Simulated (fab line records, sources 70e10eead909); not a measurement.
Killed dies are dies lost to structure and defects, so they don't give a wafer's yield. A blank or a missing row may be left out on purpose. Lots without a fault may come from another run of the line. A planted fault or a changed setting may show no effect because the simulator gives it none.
Tool commonality check | flow nand_harc | 13 lots, 39 wafers sampled

WHY IT WAS OPENED
At NHARC_A_CONTACT_INSPECT_10 the reading raw_defect_count is flagged on 2 of 13 lots. Wafers without a fault read 83, standard deviation 32.
Rule: a lot is flagged when every wafer of it that has a number lies more than 4 standard deviations from that mean, or none has a number. The other lots count as sound.

lot  | measured     | on                | raw_defect_count, wafer by wafer | flag
L748 | day 23 06:44 | defect_inspect-02 | 80 97 109                        |
L752 | day 24 11:16 | defect_inspect-02 | 59 55 70                         |
L753 | day 24 15:11 | defect_inspect-02 | 125 123 109                      |
L755 | day 24 22:06 | defect_inspect-02 | 447 434 411                      | FLAGGED
L754 | day 24 23:53 | defect_inspect-02 | 518 491 460                      | FLAGGED
L756 | day 26 03:37 | defect_inspect-02 | 79 98 75                         |
L764 | day 29 20:13 | defect_inspect-02 | 100 100 127                      |
L766 | day 30 03:08 | defect_inspect-02 | 148 141 150                      |
L765 | day 30 05:10 | defect_inspect-02 | 35 42 28                         |
L767 | day 30 07:58 | defect_inspect-01 | 69 78 73                         |
L768 | day 30 12:03 | defect_inspect-01 | 93 72 83                         |
L771 | day 32 00:37 | defect_inspect-01 | 131 157 140                      |
L770 | day 32 11:50 | defect_inspect-01 | 100 84 83                        |
The numbers of the flagged lots are 460 on average: +377 against the usual, or +12 standard deviations.

WHICH TOOL RAN EACH LOT
The record holds 2 process steps before the reading, out of a route of 1302 steps. In each cell: the tool, then ch and the chambers that the sampled wafers went through, then the start.
lot  | flag    | NHARC_A_CONTACT_ETCH_131             | NHARC_A_CONTACT_DEP_84
L748 |         | har_cap_etch-02 ch 0, day 23 01:36   | acl_dep-02 ch 0, day 23 04:08
L752 |         | har_cap_etch-02 ch 0,1, day 24 00:37 | acl_dep-03 ch 0, day 24 09:08
L753 |         | har_cap_etch-02 ch 0,1, day 24 04:09 | acl_dep-01 ch 0, day 24 12:52
L755 | FLAGGED | har_cap_etch-01 ch 0,1, day 24 17:13 | acl_dep-03 ch 0, day 24 19:48
L754 | FLAGGED | har_cap_etch-03 ch 0,1, day 24 19:04 | acl_dep-03 ch 0, day 24 22:10
L756 |         | har_cap_etch-02 ch 0,1, day 25 21:29 | acl_dep-02 ch 0, day 26 01:08
L764 |         | har_cap_etch-01 ch 0,1, day 29 15:13 | acl_dep-01 ch 0, day 29 17:40
L766 |         | har_cap_etch-01 ch 0,1, day 29 22:23 | acl_dep-01 ch 0, day 30 00:41
L765 |         | har_cap_etch-03 ch 0,1, day 30 00:02 | acl_dep-03 ch 0, day 30 02:35
L767 |         | har_cap_etch-02 ch 0,1, day 30 03:01 | acl_dep-02 ch 0, day 30 05:21
L768 |         | har_cap_etch-01 ch 0,1, day 30 05:08 | acl_dep-02 ch 0, day 30 09:33
L771 |         | har_cap_etch-02 ch 0,1, day 31 12:29 | acl_dep-03 ch 0, day 31 22:25
L770 |         | har_cap_etch-01 ch 0,1, day 32 06:43 | acl_dep-03 ch 0, day 32 09:22
What these steps do:
- NHARC_A_CONTACT_ETCH_131: etches the open film in C4F8/O2/Ar, time 197 s, target depth 1918 nm.
- NHARC_A_CONTACT_DEP_84: deposits aC, target thk 2800 nm.
- NHARC_A_CONTACT_INSPECT_10

FLAGGED OVER TOTAL, TOOL BY TOOL (the gauges that took the reading come last)
step                       | tool              | lots run | flagged | share of the flagged lots | sound lots run after its first flagged lot
NHARC_A_CONTACT_ETCH_131   | har_cap_etch-01   | 5        | 1       | some                      | 4 (L764,L766,L768,L770)
NHARC_A_CONTACT_ETCH_131   | har_cap_etch-02   | 6        | 0       | none                      | -
NHARC_A_CONTACT_ETCH_131   | har_cap_etch-03   | 2        | 1       | some                      | 1 (L765)
NHARC_A_CONTACT_DEP_84     | acl_dep-01        | 3        | 0       | none                      | -
NHARC_A_CONTACT_DEP_84     | acl_dep-02        | 4        | 0       | none                      | -
NHARC_A_CONTACT_DEP_84     | acl_dep-03        | 6        | 2       | all                       | 3 (L765,L771,L770)
NHARC_A_CONTACT_INSPECT_10 | defect_inspect-01 | 4        | 0       | none                      | -
NHARC_A_CONTACT_INSPECT_10 | defect_inspect-02 | 9        | 2       | all                       | 4 (L756,L764,L766,L765)

WHAT THE TABLE ALLOWS
2 rows of the table ran every flagged lot: acl_dep-03 at NHARC_A_CONTACT_DEP_84, defect_inspect-02 at NHARC_A_CONTACT_INSPECT_10.
- acl_dep-03 at NHARC_A_CONTACT_DEP_84: 2 of its 6 lots flagged. Sound lots ran on it after the first flagged one (L765, L771, L770), which a lasting fault on the whole tool wouldn't allow.
- defect_inspect-02 at NHARC_A_CONTACT_INSPECT_10: 2 of its 9 lots flagged. Sound lots ran on it after the first flagged one (L756, L764, L766, L765), which a lasting fault on the whole tool wouldn't allow.
No row of the table ran every flagged lot and no sound lot after the first.

WHAT THE SIMULATOR HAD PUT IN
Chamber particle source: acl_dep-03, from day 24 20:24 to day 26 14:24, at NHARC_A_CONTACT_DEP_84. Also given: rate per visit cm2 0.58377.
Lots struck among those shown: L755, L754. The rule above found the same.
